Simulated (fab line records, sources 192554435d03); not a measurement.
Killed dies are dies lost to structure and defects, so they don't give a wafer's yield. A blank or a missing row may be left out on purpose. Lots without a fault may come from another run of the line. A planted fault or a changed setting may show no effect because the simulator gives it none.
fab line records | flow n5_finfet
record lots=11 wafers=32 last_day=18
route steps=1938 shown GATE_CUT@474 PASS1_CAP@1874 TV_OPEN@1889 PASSIVATION@1908
lots that met no fault: from a run of the same line without faults
start_h: hours from the record's first day to the start of the lot's first wafer shown | wait_h: hours since the lot's step before | " the same as in the row above | L1.1+2: a row that stands for several wafers | - no value, or no start given | * or withheld: withheld | < > ~ a bound
route shown NAME@n: a module of which the file shows steps, and the number in the route of the first | usual: mean/standard deviation of fault-free wafers | same: alike in all rows | chamber/n: place in a boat | sites: the reading at each site | _std_site: their standard deviation | _edge_site: outer sites' mean less inner sites' | radius_mm: how far each site lies from the wafer's centre | mask NAME#n: copy n | behind: the tool/chamber that last shaped the wafer | hold: why the lot was held/for how many hours/how that ended | device: the transistor (n, p or np) that didn't switch | end of line: the same wafers' tests at the end of the route | a step without rows: its recipe alone | killed: dies lost to structure and defects at the first sort, not the wafer's yield | map: a wafer's dies, x killed, . not, _ none there
set.NAME: the setting as run; set.NAME@STEP: as run at that earlier step | model.NAME: the simulator's own value behind a step, which no gauge read
steps of the route over a sample of lots; a table a step, a row a wafer
services: from which hour (start_h, from the record's first day; less than 0 if before it) a tool's chamber was out of use, for how many hours, and why
## steps
# step N5_GATE_CUT_PECVD_57
# recipe material=SiNx target_thk_a=210 temp_c=400 precursor=SiH4/NH3/N2 pressure_torr=1.5 rf_w=300
# usual heater_power_w=768/91 rf_fwd_power_W=297.1/0.95 showerhead_plenum_p_Torr=5.17/0.079 throttle_valve_pct=39.6/2.1
# columns lot.wafer tool chamber start_h wait_h heater_power_w rf_fwd_power_W showerhead_plenum_p_Torr throttle_valve_pct
L901.1 pecvd-01 2 102.95 1.1 753 296.3 5.20 39.0
L901.3 " 0 " " 676 296.5 5.14 39.2
L901.6 " 2 " " 759 296.3 5.20 38.9
L902.2 pecvd-01 2 107.44 1.1 768 298.4 5.21 38.8
L902.6 " 0 " " 613 294.6 5.13 38.8
L903.2 pecvd-01 2 110.26 1.1 751 297.2 5.21 38.8
L903.3 " 1 " " 858 295.2 5.12 39.8
L903.5 " 0 " " 669 296.2 5.13 39.1
L905.1 pecvd-03 2 119.21 1.1 670 297.8 5.20 40.4
L905.3 " 1 " " 831 296.9 5.12 43.0
L905.5 " 1 " " 837 296.7 5.13 42.9
L908.1 pecvd-01 1 138.43 1.1 757 296.9 5.12 39.6
L908.5 " 2 " " 695 295.0 5.22 39.0
L908.6 " 0 " " 691 296.8 5.12 39.3
L910.1 pecvd-01 0 151.49 1.1 706 295.6 5.13 39.3
L910.3 " 1 " " 736 298.3 5.12 39.9
L910.5 " 1 " " 721 297.9 5.11 39.7
L914.1 pecvd-03 0 172.17 1.1 732 298.5 5.33 37.3
L914.4 " 1 " " 829 296.2 5.13 43.1
L914.6 " 2 " " 634 296.9 5.20 40.7
L915.3 pecvd-01 0 180.70 1.1 634 296.0 5.14 39.5
L915.4 " 1 " " 733 297.1 5.12 39.6
L915.6 " 0 " " 644 296.8 5.13 39.6
L917.1 pecvd-01 1 192.65 1.1 871 296.9 5.13 39.8
L917.2 " 2 " " 730 296.3 5.19 39.1
L917.5 " 0 " " 683 296.7 5.15 39.6
L921.4 pecvd-03 0 216.22 1.1 750 298.0 5.33 37.4
L921.5 " 0 " " 725 297.6 5.33 37.5
L921.6 " 1 " " 757 297.2 5.14 43.1
L922.2 pecvd-04 0 223.86 1.1 948 297.4 5.12 40.8
L922.3 " 1 " " 815 297.9 5.07 40.7
L922.6 " 0 " " 948 296.9 5.11 40.9
# step N5_PASSIVATION_PECVD_01
# recipe material=SiNx target_thk_a=2000 temp_c=400 precursor=SiH4/NH3/N2 pressure_torr=4.9 rf_w=1406 time_s=43.2
# usual heater_power_w=384/85 rf_fwd_power_W=1394/5.2 showerhead_plenum_p_Torr=8.70/0.065 throttle_valve_pct=28.7/1.2
# columns lot.wafer tool chamber start_h wait_h heater_power_w rf_fwd_power_W showerhead_plenum_p_Torr throttle_valve_pct
L903.2 pecvd-03 0 298.85 0.0 387 1390 8.87 27.5
L903.3 " 1 " " 326 1395 8.68 31.3
L903.5 " 2 " " 275 1399 8.72 27.4
L901.1 pecvd-01 1 300.53 0.0 435 1397 8.66 29.0
L901.3 " 0 " " 258 1390 8.70 29.2
L901.6 " 2 " " 435 1395 8.77 29.0
L905.1 pecvd-01 2 317.69 0.0 361 1394 8.73 29.1
L905.3 " 1 " " 407 1392 8.64 28.8
L905.5 " 1 " " 422 1386 8.63 28.8
L902.2 pecvd-02 2 317.75 0.0 555 1388 8.64 28.4
L902.6 " 0 " " 496 1404 8.69 27.2
L908.1 pecvd-03 2 328.79 0.0 201 1402 8.73 27.5
L908.5 " 1 " " 431 1398 8.68 31.0
L908.6 " 2 " " 226 1395 8.73 27.9
L910.1 pecvd-02 0 337.62 0.0 494 1394 8.70 27.6
L910.3 " 2 " " 534 1390 8.65 28.6
L910.5 " 2 " " 551 1389 8.62 28.4
L914.1 pecvd-02 1 366.61 0.0 280 1396 8.71 29.0
L914.4 " 0 " " 484 1401 8.68 27.4
L914.6 " 2 " " 527 1386 8.62 28.6
L915.3 pecvd-03 1 384.45 0.0 384 1398 8.65 31.4
L915.4 " 0 " " 379 1387 8.91 27.9
L915.6 " 1 " " 388 1400 8.67 31.5
L917.1 pecvd-01 0 386.04 0.0 241 1385 8.68 29.2
L917.2 " 1 " " 452 1396 8.68 29.0
L917.5 " 0 " " 269 1384 8.67 29.4
L922.2 pecvd-02 0 413.57 0.0 412 1405 8.68 27.6
L922.3 " 0 " " 435 1400 8.69 27.7
L922.6 " 2 " " 472 1396 8.63 28.9
L921.4 pecvd-02 2 423.22 0.0 533 1393 8.64 28.7
L921.5 " 1 " " 361 1393 8.70 24.8
L921.6 " 0 " " 398 1399 8.68 27.7
# step N5_PASSIVATION_STRIP_14
# recipe chemistry=O2 power_w=600 temp_c=60 pressure_mtorr=30 rf_frequency_hz=6e+07 bias_power_w=0 overash_fraction=0.5 o2_flow_sccm=225
# usual drypump_motor_current_A=5.7/0.48 oes_product_au=0.80/0.069 rf_vpp_V=3.8/0.99 showerhead_plenum_p_Torr=2.08/0.06 throttle_valve_pct=16.60/0.19
# columns lot.wafer tool chamber start_h wait_h drypump_motor_current_A oes_product_au rf_hours_counter_h rf_vpp_V showerhead_plenum_p_Torr throttle_valve_pct
L901.1 rie_diel-03 2 302.79 0.1 5.8 0.73 147 5.5 2.10 16.61
L901.3 " 3 " " 6.5 0.84 67 3.3 2.22 16.52
L901.6 " 3 " " 6.5 0.85 - 3.6 2.22 16.54
L903.2 rie_diel-01 2 303.72 0.1 5.3 0.85 58 3.9 2.05 16.49
L903.3 " 1 " " 5.4 0.83 69 2.0 2.05 16.36
L903.5 " 2 " " 5.2 0.87 - 3.7 2.05 16.52
L902.2 rie_diel-01 1 318.96 0.1 5.4 0.82 76 4.8 2.05 16.39
L902.6 " 2 " " 5.2 0.85 - 4.2 2.05 16.52
L905.1 rie_diel-05 3 319.69 0.1 5.8 0.69 242 4.6 2.17 17.14
L905.3 " 2 " " 5.0 0.80 111 2.5 2.02 16.68
L905.5 " 3 " " 5.8 0.69 - 3.5 2.17 17.15
L908.1 rie_diel-01 2 330.01 0.1 5.2 0.85 67 3.3 2.05 16.53
L908.5 " 3 " " 6.0 0.80 - 4.7 2.11 16.63
L908.6 " 2 " " 5.2 0.86 - 4.6 2.05 16.50
L910.1 rie_diel-01 2 338.58 0.1 5.2 0.86 69 4.9 2.05 16.53
L910.3 " 0 " " 5.5 0.83 74 2.8 2.03 16.46
L910.5 " 2 " " 5.2 0.85 - 4.0 2.05 16.52
L914.1 rie_diel-05 0 367.53 0.1 5.1 0.65 243 3.8 2.00 16.81
L914.4 " 1 " " 6.0 0.92 - 2.9 2.13 16.25
L914.6 " 2 " " 5.0 0.79 - 2.7 2.01 16.70
L915.3 rie_diel-01 0 385.35 0.1 5.5 0.82 86 5.6 2.02 16.43
L915.4 " 2 " " 5.3 0.83 84 2.8 2.04 16.52
L915.6 " 2 " " 5.3 0.84 - 3.6 2.05 16.56
L917.1 rie_diel-05 1 389.84 0.1 5.9 0.92 46 3.4 2.13 16.28
L917.2 " 2 " " 5.0 0.78 132 4.1 2.01 16.68
L917.5 " 3 " " 5.8 0.96 - 4.3 2.16 16.83
L922.2 rie_diel-05 3 414.88 0.1 5.8 0.92 15 2.6 2.16 16.84
L922.3 " 2 " " 5.0 0.77 141 4.4 2.00 16.71
L922.6 " 3 " " 5.8 0.94 - 3.8 2.16 16.85
L921.4 rie_diel-01 2 424.66 0.1 5.3 0.82 94 4.3 2.04 16.57
L921.5 " 1 " " 5.4 0.80 - 3.0 2.04 16.43
L921.6 " 2 " " 5.3 0.81 - 4.4 2.04 16.60
# step N5_PASSIVATION_DESCUM_32
# recipe chemistry=O2 time_s=7.9 source_power_w=50 bias_power_w=20 pressure_mtorr=20 rf_frequency_hz=2.712e+07 temp_c=40 o2_flow_sccm=225
# usual drypump_motor_current_A=6.0/0.4 oes_product_au=0.82/0.079 rf_fwd_power_W=49.69/0.18 rf_vpp_V=243.2/1.4 showerhead_plenum_p_Torr=2.09/0.074 throttle_valve_pct=20.34/0.19
# columns lot.wafer tool chamber start_h wait_h drypump_motor_current_A oes_product_au rf_fwd_power_W rf_hours_counter_h rf_vpp_V showerhead_plenum_p_Torr throttle_valve_pct
L901.1 rie_diel-02 0 304.11 0.1 5.8 0.68 49.71 227 241.1 2.00 20.47
L901.3 " 1 " " 6.3 0.78 49.85 102 243.1 2.11 20.51
L901.6 " 0 " " 5.8 0.67 50.01 - 242.1 2.00 20.49
L903.2 rie_diel-02 3 304.96 0.0 6.8 0.91 49.45 16 242.9 2.03 20.38
L903.3 " 0 " " 5.8 0.68 49.97 228 240.6 2.00 20.50
L903.5 " 2 " " 5.9 0.93 49.62 - 242.8 2.04 20.16
L902.2 rie_diel-04 2 320.26 0.0 6.0 0.77 49.72 128 244.7 2.17 20.38
L902.6 " 0 " " 5.9 0.81 49.51 - 243.5 2.19 20.58
L905.1 rie_diel-04 3 321.42 0.0 5.8 0.90 49.66 39 243.2 2.23 19.85
L905.3 " 0 " " 5.9 0.81 49.48 89 244.5 2.19 20.58
L905.5 " 1 " " 5.8 0.87 49.65 - 244.9 2.12 20.18
L908.1 rie_diel-06 0 331.34 0.0 6.4 0.70 49.37 194 242.6 2.07 20.26
L908.5 " 0 " " 6.3 0.70 49.34 - 243.4 2.07 20.26
L908.6 " 1 " " 5.7 0.75 49.64 - 243.1 2.02 20.35
L910.1 rie_diel-02 3 343.02 0.0 6.8 0.88 49.49 31 242.1 2.03 20.39
L910.3 " 1 " " 6.3 0.77 49.91 117 243.1 2.11 20.55
L910.5 " 3 " " 6.8 0.88 49.68 - 242.1 2.03 20.41
L914.1 rie_diel-06 3 369.42 0.2 6.4 0.73 49.83 203 244.8 2.17 20.56
L914.4 " 0 " " 6.4 0.69 49.84 207 242.1 2.07 20.28
L914.6 " 3 " " 6.4 0.73 49.65 - 244.4 2.17 20.57
L915.3 rie_diel-04 2 386.96 0.0 6.0 0.75 49.87 146 245.2 2.17 20.41
L915.4 " 3 " " 5.8 0.86 49.60 58 245.9 2.22 19.90
L915.6 " 3 " " 5.8 0.86 49.74 - 245.5 2.22 19.90
L917.1 rie_diel-02 3 391.05 0.0 6.8 0.86 49.92 49 242.3 2.02 20.44
L917.2 " 1 " " 6.3 0.77 50.09 134 243.4 2.10 20.55
L917.5 " 1 " " 6.3 0.76 49.96 - 242.7 2.10 20.56
L922.2 rie_diel-02 1 417.03 0.1 6.3 0.75 49.96 142 244.4 2.10 20.59
L922.3 " 3 " " 6.8 0.84 49.65 58 241.2 2.02 20.44
L922.6 " 0 " " 5.8 0.92 49.90 - 241.2 1.99 20.30
L921.4 rie_diel-02 3 427.52 0.1 6.8 0.84 49.53 63 242.2 2.02 20.45
L921.5 " 2 " " 5.8 0.85 49.71 - 241.2 2.03 20.21
L921.6 " 1 " " 6.3 0.75 49.96 - 243.1 2.10 20.58
# step N5_PASSIVATION_PROBE_49
# usual killed_at_M0_to_M3=32/11 killed_at_M4_up=12/4.4 killed_at_contacts=13/6.1 killed_at_front_end=39/12 killed_at_other=3.9/3 killed_dies=100/17 killed_open=66/12 killed_short=33/7.4
# same gross_dies=1180 killed_at_back_side=0
# columns lot.wafer tool chamber start_h wait_h killed_at_M0_to_M3 killed_at_M4_up killed_at_contacts killed_at_front_end killed_at_other killed_dies killed_open killed_short
L915.3 prober-01 - 392.21 0.1 18 15 21 66 1 121 59 18
L915.4 prober-01 - 392.26 0.2 19 13 11 94 1 138 46 20
L915.6 prober-01 - 392.36 0.3 25 20 12 65 3 125 56 27
L917.1 prober-01 - 396.01 0.0 44 6 12 127 3 192 71 38
L917.2 prober-01 - 396.06 0.1 34 7 8 163 1 213 70 41
L917.5 prober-01 - 396.21 0.2 30 2 19 86 4 141 69 27
# killed by level:class
L915.3 GATE_CUT:unspecified=43 MOL_CONTACT_COAG:geometric_particle:open=18 BEOL_M4:geometric_particle:open=12 GATE_CUT:geometric_particle:short=7 BEOL_M2:geometric_particle:open=7 STI_FIN_REVEAL:geometric_particle:open=3 BEOL_M0_SAQP:geometric_particle:open=3 BEOL_M3:geometric_particle:open=3
L915.4 GATE_CUT:unspecified=71 MOL_CONTACT_COAG:geometric_particle:open=9 BEOL_M2:geometric_particle:open=6 FIN_SAQP:geometric_particle:open=5 BEOL_M0_SAQP:geometric_particle:open=5 BEOL_M4:geometric_particle:open=5 STARTING-WAFER:geometric_particle:short=5 FIN_SAQP:geometric_particle:short=4
L915.6 GATE_CUT:unspecified=40 BEOL_M4:geometric_particle:open=13 MOL_CONTACT_COAG:geometric_particle:open=9 BEOL_M1:geometric_particle:open=8 DUMMY_GATE:geometric_particle:open=4 GATE_CUT:geometric_particle:open=4 GATE_CUT:geometric_particle:short=4 BEOL_M0_SAQP:geometric_particle:open=4
L917.1 GATE_CUT:unspecified=72 FIN_SAQP:geometric_particle:short=12 MOL_CONTACT_COAG:geometric_particle:open=10 FIN_CUT:area_etch=10 FIN_SAQP:geometric_particle:open=9 BEOL_M0_SAQP:geometric_particle:short=9 BEOL_M0_SAQP:geometric_particle:open=8 BEOL_M1:geometric_particle:open=7
L917.2 GATE_CUT:unspecified=101 FIN_SAQP:geometric_particle:open=16 STI_FIN_REVEAL:geometric_particle:open=16 FIN_SAQP:geometric_particle:short=10 GATE_CUT:geometric_particle:short=10 BEOL_M2:geometric_particle:open=7 BEOL_M0_SAQP:geometric_particle:open=6 BEOL_M3:geometric_particle:open=5
L917.5 GATE_CUT:unspecified=44 FIN_SAQP:geometric_particle:open=14 MOL_CONTACT_COAG:geometric_particle:open=14 BEOL_M1:geometric_particle:open=8 STI_FIN_REVEAL:geometric_particle:open=7 GATE_CUT:geometric_particle:short=6 BEOL_M0_SAQP:geometric_particle:short=5 MOL_CONTACT_COAG:geometric_particle:short=5
## services
# columns tool chamber start_h hours kind
rie_diel-01 3 87.47 5.0 repair
rie_diel-02 2 98.16 2.6 repair
pecvd-01 - 104.26 0.7 repair
rie_diel-02 3 114.24 1.8 repair
rie_diel-01 - 116.47 2.8 pm
rie_diel-05 0 118.41 3.1 repair
pecvd-01 0 120.29 5.2 repair
rie_diel-05 - 139.00 2.8 pm
rie_diel-02 - 158.13 14.6 pm
rie_diel-05 3 158.44 5.2 repair
pecvd-03 - 227.45 0.9 repair
pecvd-02 - 266.68 5.9 repair
pecvd-03 2 281.80 4.3 repair
pecvd-03 - 307.84 0.5 repair
pecvd-03 0 320.29 13.8 repair
pecvd-02 - 332.83 0.4 repair
pecvd-01 - 333.72 1.4 repair
rie_diel-01 0 339.95 5.7 repair
rie_diel-01 - 359.56 0.5 repair
pecvd-03 2 377.01 8.5 repair
rie_diel-01 - 382.50 0.2 repair
pecvd-01 2 383.68 6.4 repair
pecvd-02 - 387.42 0.9 repair
rie_diel-01 0 418.54 4.6 repair
## key
first_sign step=N5_PASSIVATION_PROBE_49 reading=killed_at_front_end direction=up sigmas=5.2 usual=39 struck=100
effect step=N5_PASSIVATION_PROBE_49 reading=killed_dies direction=up sigmas=3.2 usual=100 struck=155
more_kills_born_at N5_GATE_CUT_PECVD_57@pecvd-01=371
met_at N5_GATE_CUT_PECVD_57
struck_lots L915,L917
tester_left_out L915,L917
baseline_loss step=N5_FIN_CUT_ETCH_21 wafers=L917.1
not_acting_at N5_PASSIVATION_PECVD_01,N5_PASSIVATION_STRIP_14,N5_PASSIVATION_DESCUM_32
onset_between 151.49 180.70
fault kind=chamber_particle_source tool=pecvd-01 chamber=- onset_h=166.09 steps=N5_GATE_CUT_PECVD_57 rate_per_visit_cm2=0.52275 end_h=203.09
# tester_left_out: of these lots the tester's yield and bins aren't shown, on N5 and GAA mostly nor the transistor test; their killed dies are dies lost to structure and defects alone, not to doping, threshold or leakage, so they don't give the yield
# baseline_loss: these wafers lose ten dies or more at that step, a loss of the line's own and not of a fault; the sort's usual values leave them out
